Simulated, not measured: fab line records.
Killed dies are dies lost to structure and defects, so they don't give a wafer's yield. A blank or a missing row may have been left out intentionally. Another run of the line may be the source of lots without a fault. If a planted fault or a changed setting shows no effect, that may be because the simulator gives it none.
fab line records    flow n5-finfet
record: lots: 11  wafers: 31  last-day: 18
route steps=1938 shown FIN_CUT@182 DUMMY_GATE@215 BEOL_M4@1111 PASSIVATION@1936
lots that met no fault: taken from a fault-free run of the same line
start-h: the number of hours between the record's first day and the start of the first shown wafer of the lot    wait-h: how many hours have passed since the lot's step before this one    " identical to the entry in the row above    L1.1+2: several wafers, shown together as one row    - no value, or no start was given    * or withheld: withheld    < > ~ a bound
route shown NAME@n: a module of which the file shows steps, and the number in the route of the first    usual: the fault-free wafers' mean and standard deviation    same: alike in all rows    chamber/n: place in a boat    sites: per-site readings    _std_site: their standard deviation    _edge_site: mean of outer sites minus mean of inner sites    radius-mm: for every site, how far away it sits from the centre of the wafer    mask NAME#n: copy n    behind: the last tool/chamber to shape the wafer    hold: the reason the lot was held/the length of the hold in hours/how it ended    device: whichever transistor did not switch (one of n, p or np)    end of line: the tests these same wafers got at the end of their route    a step with no rows: only its recipe    killed: count of dies lost to structure and defects at first sort (not the wafer's yield)    map: the dies of a wafer, with x for killed, . for not killed, _ for no die there
set.NAME: the setting the step ran with; set.NAME@STEP: the setting that earlier step ran with    model.NAME: the simulator's own value behind a step, which no gauge read
route steps across a sampled set of lots; one table per step, one row per wafer
services: from which hour (start-h, from the record's first day; less than 0 if before it) a tool's chamber was out of use, for how many hours, and why
== steps ==
step: N5_FIN_CUT_INSPECT_17
recipe: inspect-instrument: brightfield  mode: aei
usual: raw-defect-count: 204/54
lot.wafer  tool               chamber  start-h  wait-h  raw-defect-count
L522.2     defect-inspect-01  -        27.95    0.0     136
L522.3     "                  -        "        "       162
L522.5     "                  -        "        "       150
L523.3     defect-inspect-01  -        36.35    0.0     156
L523.4     "                  -        "        "       147
L523.6     "                  -        "        "       196
L525.3     defect-inspect-02  -        46.96    0.0     195
L525.4     "                  -        "        "       267
L525.5     "                  -        "        "       281
L526.1     defect-inspect-01  -        52.94    0.0     148
L526.4     "                  -        "        "       173
L527.1     defect-inspect-02  -        58.62    0.0     122
L527.6     "                  -        "        "       122
L530.2     defect-inspect-02  -        77.62    0.0     149
L530.4     "                  -        "        "       149
L530.5     "                  -        "        "       152
L532.4     defect-inspect-01  -        88.58    0.0     248
L532.5     "                  -        "        "       197
L532.6     "                  -        "        "       252
L537.1     defect-inspect-02  -        118.25   0.0     140
L537.2     "                  -        "        "       220
L537.6     "                  -        "        "       217
L538.1     defect-inspect-01  -        125.24   0.0     259
L538.2     "                  -        "        "       208
L538.4     "                  -        "        "       197
L539.4     defect-inspect-01  -        129.76   0.0     123
L539.5     "                  -        "        "       180
L539.6     "                  -        "        "       188
L544.3     defect-inspect-02  -        159.71   0.0     251
L544.5     "                  -        "        "       145
L544.6     "                  -        "        "       199
step: N5_DUMMY_GATE_CVD_03
recipe: material: a-Si  target-thk-a: 1500  temp-c: 530  precursor: SiH4  time-s: 8042
usual: spike-tc-bottom-C: 554.1/2.6  zone-power-upper-pct: 6.3/0.77
lot.wafer  tool      chamber  start-h  wait-h  spike-tc-bottom-C  zone-power-upper-pct
L522.2     lpcvd-01  1/70     37.87    0.1     557.3              6.5
L522.3     "         1/75     "        "       557.3              6.5
L522.5     "         1/84     "        "       557.3              6.5
L523.3     lpcvd-01  0/75     45.61    0.1     552.0              5.6
L523.4     "         0/79     "        "       552.0              5.6
L523.6     "         0/89     "        "       552.0              5.6
L525.3     lpcvd-01  0/50     56.47    0.1     552.7              5.6
L525.4     "         0/54     "        "       552.7              5.6
L525.5     "         0/59     "        "       552.7              5.6
L526.1     lpcvd-01  0/15     62.15    0.1     551.8              5.6
L526.4     "         0/29     "        "       551.8              5.6
L527.1     lpcvd-01  1/40     67.82    0.1     556.7              6.5
L527.6     "         1/64     "        "       556.7              6.5
L530.2     lpcvd-02  1/45     86.66    0.1     552.1              8.1
L530.4     "         1/54     "        "       552.1              8.1
L530.5     "         1/59     "        "       552.1              8.1
L532.4     lpcvd-01  1/54     99.84    0.1     557.5              6.4
L532.5     "         1/59     "        "       557.5              6.4
L532.6     "         1/64     "        "       557.5              6.4
L537.1     lpcvd-01  0/40     127.19   0.1     552.0              5.6
L537.2     "         0/45     "        "       552.0              5.6
L537.6     "         0/64     "        "       552.0              5.6
L538.1     lpcvd-01  0/65     135.00   0.1     551.5              5.6
L538.2     "         0/70     "        "       551.5              5.6
L538.4     "         0/79     "        "       551.5              5.6
L539.4     lpcvd-02  1/54     138.89   0.1     551.8              8.0
L539.5     "         1/59     "        "       551.8              8.0
L539.6     "         1/64     "        "       551.8              8.0
L544.3     lpcvd-02  1/75     168.95   0.1     551.9              8.1
L544.5     "         1/84     "        "       551.9              8.1
L544.6     "         1/89     "        "       551.9              8.1
step: N5_DUMMY_GATE_CMP_04
recipe: material: a-Si  post-cmp-clean: alkaline-brush
usual: motor-current-A: 10.3/1.2  time-to-endpoint-s: 13/3.6
lot.wafer  tool    chamber  start-h  wait-h  motor-current-A  time-to-endpoint-s
L522.3     cmp-03  0        41.62    0.0     8.9              12
L522.2     "       3        "        "       11.4             13
L522.5     "       1        "        "       9.0              4
L523.3     cmp-04  0        49.34    0.0     11.7             14
L523.4     "       3        "        "       9.6              13
L523.6     "       0        "        "       11.9             13
L525.4     cmp-03  1        60.22    0.0     9.2              6
L525.3     "       2        "        "       10.2             14
L525.5     "       2        "        "       10.0             12
L526.4     cmp-02  1        65.91    0.1     9.0              15
L526.1     "       3        "        "       11.1             14
L527.1     cmp-04  3        71.62    0.1     9.5              14
L527.6     "       2        "        "       11.0             14
L530.4     cmp-03  3        90.45    0.1     11.5             17
L530.2     "       0        "        "       8.8              14
L530.5     "       1        "        "       8.6              6
L532.4     cmp-03  0        103.67   0.1     9.5              14
L532.6     "       1        "        "       8.8              3
L532.5     "       2        "        "       10.0             15
L537.1     cmp-03  3        130.93   0.0     11.8             -
L537.2     "       2        "        "       10.0             -
L537.6     "       0        "        "       8.4              -
L538.2     cmp-02  2        138.74   0.0     10.6             -
L538.4     "       3        "        "       11.3             -
L538.1     "       0        "        "       10.6             -
L539.4     cmp-03  2        142.70   0.1     9.5              17
L539.6     "       0        "        "       9.3              16
L539.5     "       1        "        "       8.8              10
L544.3     cmp-02  0        172.70   0.0     10.8             14
L544.5     "       0        "        "       10.9             16
L544.6     "       1        "        "       9.5              18
step: N5_DUMMY_GATE_THK_MEAS_05
usual: thk-nm: 71.6/1.6
lot.wafer  tool           chamber  start-h  wait-h  thk-nm
L522.2     film-metro-01  -        41.86    0.1     72.4
L522.3     "              -        "        "       68.9
L522.5     "              -        "        "       68.5
L523.3     film-metro-02  -        49.59    0.2     72.8
L523.4     "              -        "        "       72.1
L523.6     "              -        "        "       72.9
L525.3     film-metro-02  -        60.46    0.2     71.9
L525.4     "              -        "        "       68.9
L525.5     "              -        "        "       72.6
L526.1     film-metro-01  -        66.12    0.1     73.7
L526.4     "              -        "        "       72.0
L527.1     film-metro-01  -        71.79    0.1     73.4
L527.6     "              -        "        "       70.8
L530.2     film-metro-01  -        90.63    0.1     71.8
L530.4     "              -        "        "       73.5
L530.5     "              -        "        "       69.4
L532.4     film-metro-02  -        103.82   0.1     73.2
L532.5     "              -        "        "       73.0
L532.6     "              -        "        "       70.2
L537.1     film-metro-01  -        131.17   0.2     46.9
L537.2     "              -        "        "       49.0
L537.6     "              -        "        "       48.3
L538.1     film-metro-02  -        138.98   0.1     50.9
L538.2     "              -        "        "       51.6
L538.4     "              -        "        "       51.7
L539.4     film-metro-02  -        142.88   0.1     74.5
L539.5     "              -        "        "       69.3
L539.6     "              -        "        "       72.9
L544.3     film-metro-01  -        172.94   0.2     71.1
L544.5     "              -        "        "       71.5
L544.6     "              -        "        "       71.0
step: N5_DUMMY_GATE_INSPECT_17
recipe: mode: adi  inspect-instrument: brightfield
usual: raw-defect-count: 190/51
lot.wafer  tool               chamber  start-h  wait-h  raw-defect-count
L522.2     defect-inspect-01  -        48.20    0.0     177
L522.3     "                  -        "        "       201
L522.5     "                  -        "        "       208
L523.3     defect-inspect-02  -        53.98    0.0     173
L523.4     "                  -        "        "       186
L523.6     "                  -        "        "       214
L525.3     defect-inspect-01  -        64.87    0.0     155
L525.4     "                  -        "        "       234
L525.5     "                  -        "        "       192
L526.1     defect-inspect-01  -        70.64    0.1     182
L526.4     "                  -        "        "       167
L527.1     defect-inspect-02  -        76.32    0.1     142
L527.6     "                  -        "        "       151
L530.2     defect-inspect-01  -        95.16    0.0     116
L530.4     "                  -        "        "       180
L530.5     "                  -        "        "       139
L532.4     defect-inspect-01  -        110.29   0.0     217
L532.5     "                  -        "        "       247
L532.6     "                  -        "        "       192
L537.1     defect-inspect-01  -        135.57   0.1     240
L537.2     "                  -        "        "       217
L537.6     "                  -        "        "       306
L538.1     defect-inspect-01  -        143.37   0.1     175
L538.2     "                  -        "        "       195
L538.4     "                  -        "        "       123
L539.4     defect-inspect-02  -        147.29   0.0     164
L539.5     "                  -        "        "       122
L539.6     "                  -        "        "       156
L544.3     defect-inspect-02  -        177.48   0.0     140
L544.5     "                  -        "        "       226
L544.6     "                  -        "        "       160
step: N5_DUMMY_GATE_ETCH_44
recipe: chemistry: HBr/O2  over-etch-frac: 0.7  target-depth-a: 1275  stop-on: SiO2  ion-energy-ev: 60  bias-w: 20  target: poly-Si  mask-material: SiO2  pressure-mtorr: 20  icp-w: 400  HBr_flow_sccm: 120  O2_flow_sccm: 10
usual: O2_flow_sccm: 9.998/0.029  drypump-motor-current-A: 5.33/0.27  oes-product-au: 0.722/0.011  throttle-valve-pct: 18.57/0.19
lot.wafer  tool       chamber  start-h  wait-h  O2_flow_sccm  drypump-motor-current-A  oes-product-au  rf-hours-counter-h  throttle-valve-pct
L522.2     rie-si-01  1        49.00    0.0     10.048        4.85                     0.725           83                  18.66
L522.3     "          0        "        "       9.990         5.54                     0.724           100                 18.48
L522.5     "          2        "        "       10.019        5.36                     0.716           -                   18.78
L523.3     rie-si-03  0        54.79    0.0     10.019        5.45                     0.732           168                 18.19
L523.4     "          3        "        "       10.037        4.96                     0.734           62                  18.51
L523.6     "          0        "        "       9.975         5.46                     0.730           -                   18.19
L525.3     rie-si-05  0        65.77    0.0     9.952         5.02                     0.718           168                 18.57
L525.4     "          2        "        "       10.010        5.47                     0.702           138                 18.82
L525.5     "          0        "        "       10.006        5.03                     0.722           -                   18.57
L526.1     rie-si-03  2        71.53    0.0     9.973         5.26                     0.727           93                  18.73
L526.4     "          3        "        "       9.929         4.95                     0.732           63                  18.48
L527.1     rie-si-05  3        77.23    0.0     10.003        5.69                     0.741           5                   18.66
L527.6     "          1        "        "       10.008        5.58                     0.718           -                   18.32
L530.2     rie-si-05  0        96.04    0.0     10.039        5.01                     0.716           168                 18.56
L530.4     "          3        "        "       10.014        5.73                     0.740           6                   18.67
L530.5     "          2        "        "       9.982         5.44                     0.704           -                   18.82
L532.4     rie-si-01  1        111.08   0.0     10.006        4.82                     0.730           84                  18.65
L532.5     "          0        "        "       9.964         5.53                     0.738           -                   18.47
L532.6     "          1        "        "       10.012        4.83                     0.707           -                   18.65
L537.1     rie-si-05  1        136.37   0.0     10.019        5.53                     0.595           181                 18.32
L537.2     "          3        "        "       10.023        5.71                     0.613           6                   18.67
L537.6     "          0        "        "       9.990         5.01                     0.605           -                   18.56
L538.1     rie-si-03  3        144.16   0.0     10.018        4.95                     0.625           64                  18.50
L538.2     "          1        "        "       9.972         5.43                     0.616           8                   18.16
L538.4     "          2        "        "       9.970         5.27                     0.626           94                  18.73
L539.4     rie-si-05  0        148.08   0.0     9.995         5.06                     0.735           169                 18.55
L539.5     "          0        "        "       9.967         5.04                     0.702           -                   18.57
L539.6     "          3        "        "       9.996         5.68                     0.730           -                   18.66
L544.3     rie-si-01  0        178.27   0.0     10.012        5.53                     0.723           102                 18.47
L544.5     "          0        "        "       9.980         5.53                     0.732           -                   18.46
L544.6     "          1        "        "       9.983         4.85                     0.712           -                   18.66
step: N5_BEOL_M4_RC_MEAS_101
usual: DIBL_N: 35.8/2.2  DIBL_P: 35.3/2.7  IOFF_N: 0.16/0.043  IOFF_P: 0.21/0.043  ION_N: 676/15  ION_P: 463/9.1  SS_N: 71.4/0.77  SS_P: 73.0/0.79  VT_N: 250/4  VT_P: -249.8/2.8
lot.wafer  tool       chamber  start-h  wait-h  DIBL_N[mV/V]  DIBL_P[mV/V]  IOFF_N[nA/um]  IOFF_P[nA/um]  ION_N[uA/um]  ION_P[uA/um]  SS_N[mV/dec]  SS_P[mV/dec]  VT_N[mV]  VT_P[mV]
L522.2     prober-02  0        176.18   0.2     37.7          39.0          0.19           0.24           689           474           70.9          72.4          242       -246.0
L522.3     "          0        "        "       40.3          41.7          0.25           0.30           708           481           71.5          73.9          240       -244.5
L522.5     "          0        "        "       35.7          37.3          0.17           0.22           694           478           70.7          72.3          244       -247.6
L523.3     prober-01  0        185.57   0.3     33.6          32.6          0.11           0.16           674           460           70.4          72.6          254       -251.9
L523.4     "          0        "        "       35.9          34.8          0.14           0.20           674           461           71.5          72.8          252       -248.7
L523.6     "          0        "        "       35.9          34.9          0.14           0.20           691           472           71.7          73.2          251       -249.1
L526.1     prober-02  0        197.47   0.0     35.9          35.7          0.13           0.19           645           447           71.4          73.9          255       -252.4
L526.4     "          0        "        "       38.0          37.9          0.19           0.22           697           470           71.5          74.1          246       -249.1
L525.3     prober-01  0        197.59   0.3     36.5          36.3          0.16           0.23           654           450           71.3          73.1          250       -249.0
L525.4     "          0        "        "       37.2          36.8          0.18           0.22           691           467           72.1          72.9          247       -250.4
L525.5     "          0        "        "       39.8          37.5          0.22           0.24           664           453           73.1          73.7          248       -246.8
L527.1     prober-02  0        216.24   0.0     37.4          36.2          0.17           0.24           681           474           71.5          73.3          251       -248.1
L527.6     "          0        "        "       38.7          38.2          0.19           0.28           695           475           72.6          73.8          247       -247.4
L530.2     prober-02  0        231.90   0.2     37.2          35.2          0.17           0.20           675           458           71.4          72.9          249       -251.0
L530.4     "          0        "        "       38.9          36.9          0.19           0.22           687           469           71.9          73.0          250       -249.8
L530.5     "          0        "        "       35.4          33.4          0.13           0.17           670           463           71.0          72.4          255       -253.7
L532.4     prober-02  0        246.25   0.5     31.4          29.7          0.10           0.14           662           460           70.6          71.3          255       -255.3
L532.5     "          0        "        "       34.2          33.4          0.13           0.19           685           473           70.9          72.5          249       -249.2
L532.6     "          0        "        "       33.4          31.2          0.13           0.15           679           461           70.2          72.0          252       -253.8
L539.4     prober-02  0        285.28   0.5     35.7          35.0          0.15           0.20           693           480           71.4          73.5          251       -249.1
L539.5     "          0        "        "       34.3          33.1          0.12           0.17           669           457           71.2          72.0          254       -251.4
L539.6     "          0        "        "       36.9          35.8          0.16           0.21           680           464           71.9          73.0          250       -249.4
L544.3     prober-01  0        314.68   0.3     35.3          33.6          0.14           0.21           667           466           71.1          72.9          249       -250.5
L544.5     "          0        "        "       35.0          31.5          0.12           0.16           660           459           71.0          72.0          254       -252.2
L544.6     "          0        "        "       35.3          33.0          0.14           0.18           682           466           71.3          72.1          251       -250.8
step: N5_PASSIVATION_PROBE_49
usual: killed_at_M0_to_M3: 34/11  killed_at_M4_up: 14/5.6  killed-at-contacts: 13/5.9  killed-at-front-end: 40/11  killed-at-other: 4/3.1  killed-dies: 105/16  killed-on-rim: 14/4.2  killed-open: 68/11  killed-short: 34/8.4
same: gross-dies: 1180  killed-at-back-side: 0
lot.wafer  tool       chamber  start-h  wait-h  killed_at_M0_to_M3  killed_at_M4_up  killed-at-contacts  killed-at-front-end  killed-at-other  killed-dies  killed-on-rim  killed-open  killed-short
L530.2     prober-02  -        344.68   0.6     37                  17               7                   29                   3                93           9              59           34
L530.4     prober-02  -        344.78   0.7     45                  17               12                  22                   2                98           12             58           34
L530.5     prober-02  -        344.83   0.7     60                  16               14                  16                   1                107          15             66           38
L538.1     prober-02  -        394.15   0.0     18                  9                20                  1133                 0                1180         152            58           46
L538.2     prober-02  -        394.20   0.1     34                  11               20                  1111                 4                1180         152            77           30
L538.4     prober-02  -        394.30   0.2     24                  12               6                   1137                 1                1180         152            68           25
L539.4     prober-01  -        402.88   0.2     24                  15               14                  24                   0                77           9              49           27
L539.5     prober-01  -        402.93   0.2     37                  17               11                  47                   4                116          10             77           39
L539.6     prober-01  -        402.98   0.3     21                  28               15                  55                   5                124          17             79           39
killed by level:class
L530.2 BEOL_M0_SAQP:geometric-particle:short=11 BEOL_M2:geometric-particle:open=11 BEOL_M4:geometric-particle:open=8 MOL_CONTACT_COAG:geometric-particle:open=6 BEOL_M0_SAQP:geometric-particle:open=6 DUMMY_GATE:geometric-particle:open=5 GATE_CUT:geometric-particle:open=5 FIN_SAQP:geometric-particle:short=4
L530.4 BEOL_M0_SAQP:geometric-particle:short=15 BEOL_M0_SAQP:geometric-particle:open=15 MOL_CONTACT_COAG:geometric-particle:open=8 BEOL_M2:geometric-particle:open=7 BEOL_M4:geometric-particle:open=7 MOL_CONTACT_COAG:geometric-particle:short=4 STARTING-WAFER:geometric-particle:open=4 STARTING-WAFER:geometric-particle:short=3
L530.5 BEOL_M0_SAQP:geometric-particle:open=23 BEOL_M0_SAQP:geometric-particle:short=22 MOL_CONTACT_COAG:geometric-particle:open=11 BEOL_M2:geometric-particle:open=6 BEOL_M3:geometric-particle:open=5 BEOL_M5:geometric-particle:open=4 FIN_SAQP:geometric-particle:short=3 GATE_CUT:geometric-particle:open=3
L538.1 DUMMY_GATE:area-cvd=1076 MOL_CONTACT_COAG:geometric-particle:open=15 GATE_CUT:geometric-particle:short=14 FIN_SAQP:geometric-particle:short=11 FIN_SAQP:geometric-particle:open=9 STI_FIN_REVEAL:geometric-particle:open=9 BEOL_M0_SAQP:geometric-particle:open=6 DUMMY_GATE:geometric-particle:open=5
L538.2 DUMMY_GATE:area-cvd=1073 MOL_CONTACT_COAG:geometric-particle:open=18 STI_FIN_REVEAL:geometric-particle:open=11 BEOL_M3:geometric-particle:open=9 FIN_SAQP:geometric-particle:open=7 BEOL_M1:geometric-particle:open=7 FIN_SAQP:geometric-particle:short=6 BEOL_M0_SAQP:geometric-particle:short=5
L538.4 DUMMY_GATE:area-cvd=1086 STI_FIN_REVEAL:geometric-particle:open=12 FIN_SAQP:geometric-particle:open=11 FIN_SAQP:geometric-particle:short=6 MOL_CONTACT_COAG:geometric-particle:open=6 BEOL_M1:geometric-particle:open=6 ILD0:geometric-particle:open=5 BEOL_M3:geometric-particle:open=4
L539.4 MOL_CONTACT_COAG:geometric-particle:open=12 BEOL_M0_SAQP:geometric-particle:short=7 BEOL_M0_SAQP:geometric-particle:open=5 FIN_SAQP:geometric-particle:short=4 STI_FIN_REVEAL:geometric-particle:open=4 BEOL_M0:geometric-particle:open=4 BEOL_M4:geometric-particle:open=4 BEOL_M7:geometric-particle:open=4
L539.5 FIN_SAQP:geometric-particle:open=16 BEOL_M1:geometric-particle:open=15 MOL_CONTACT_COAG:geometric-particle:open=9 BEOL_M0_SAQP:geometric-particle:open=8 FIN_SAQP:geometric-particle:short=7 STI_FIN_REVEAL:geometric-particle:open=6 BEOL_M1:geometric-particle:short=6 BEOL_M4:geometric-particle:open=6
L539.6 BEOL_M4:geometric-particle:open=12 STI_FIN_REVEAL:geometric-particle:open=12 MOL_CONTACT_COAG:geometric-particle:open=11 FIN_SAQP:geometric-particle:open=9 FIN_SAQP:geometric-particle:short=9 BEOL_M5:geometric-particle:open=9 GATE_CUT:geometric-particle:short=6 HKMG_FIN:area-etch=6
== services ==
tool       chamber  start-h  hours  kind
rie-si-03  -        17.12    0.2    repair
rie-si-05  2        47.64    4.9    repair
rie-si-01  2        52.77    12.3   repair
cmp-02     -        56.23    5.8    repair
cmp-03     -        62.66    4.0    pm
rie-si-03  0        62.68    2.8    repair
cmp-03     -        66.66    -      consumable-replace:conditioner
cmp-03     -        66.66    -      consumable-replace:pad
cmp-02     -        74.69    0.4    repair
cmp-03     -        80.45    8.3    repair
cmp-04     -        84.21    2.2    repair
cmp-04     -        98.12    3.3    repair
cmp-04     -        111.36   10.1   pm
lpcvd-01   -        115.47   1.4    repair
rie-si-01  -        117.01   2.8    pm
cmp-03     -        117.20   3.2    pm
cmp-02     -        120.37   3.8    pm
cmp-04     -        123.00   0.7    repair
cmp-04     -        142.43   4.0    pm
rie-si-01  3        149.30   -      clean
rie-si-01  3        149.30   16.9   scheduled-down
cmp-02     -        153.93   0.7    repair
cmp-04     -        173.15   2.0    repair
cmp-04     -        176.37   6.5    pm
== key ==
first-sign: step: N5_DUMMY_GATE_THK_MEAS_05  reading: thk-nm  direction: down  sigmas: 14  usual: *  struck: *
effect: step: N5_DUMMY_GATE_ETCH_44  reading: oes-product-au  direction: down  sigmas: 10  usual: 0.722  struck: 0.613
effect: step: N5_PASSIVATION_PROBE_49  reading: killed-at-front-end  direction: up  sigmas: 98  usual: 40  struck: 1127
more-kills-born-at: N5_DUMMY_GATE_CVD_03@lpcvd-01: 3235
met-at N5_DUMMY_GATE_CVD_03
struck-lots L537,L538
rows-end L537.1,L537.2,L537.6
later-rows-left-out L538.1,L538.2,L538.4
tester-left-out L538
not-acting-at N5_FIN_CUT_INSPECT_17,N5_DUMMY_GATE_CMP_04,N5_DUMMY_GATE_INSPECT_17
onset-between 99.84 127.19
fault: kind: process-parameter-drift  tool: lpcvd-01  chamber: -  onset-h: 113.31  steps: N5_DUMMY_GATE_CVD_03  channel: time-s  offset: *  shape: step  acts-in: *  stated: *
tester-left-out: of these lots the tester's yield and bins aren't shown, on N5 and GAA mostly nor the transistor test; their killed dies are dies lost to structure and defects alone, not to doping, threshold or leakage, so they don't give the yield
later-rows-left-out: the simulator's readings of these wafers behind a module that went badly wrong aren't trusted and aren't shown, but for the sort
rows-end: these wafers met a further fault down the route, and their rows from its step on are left out
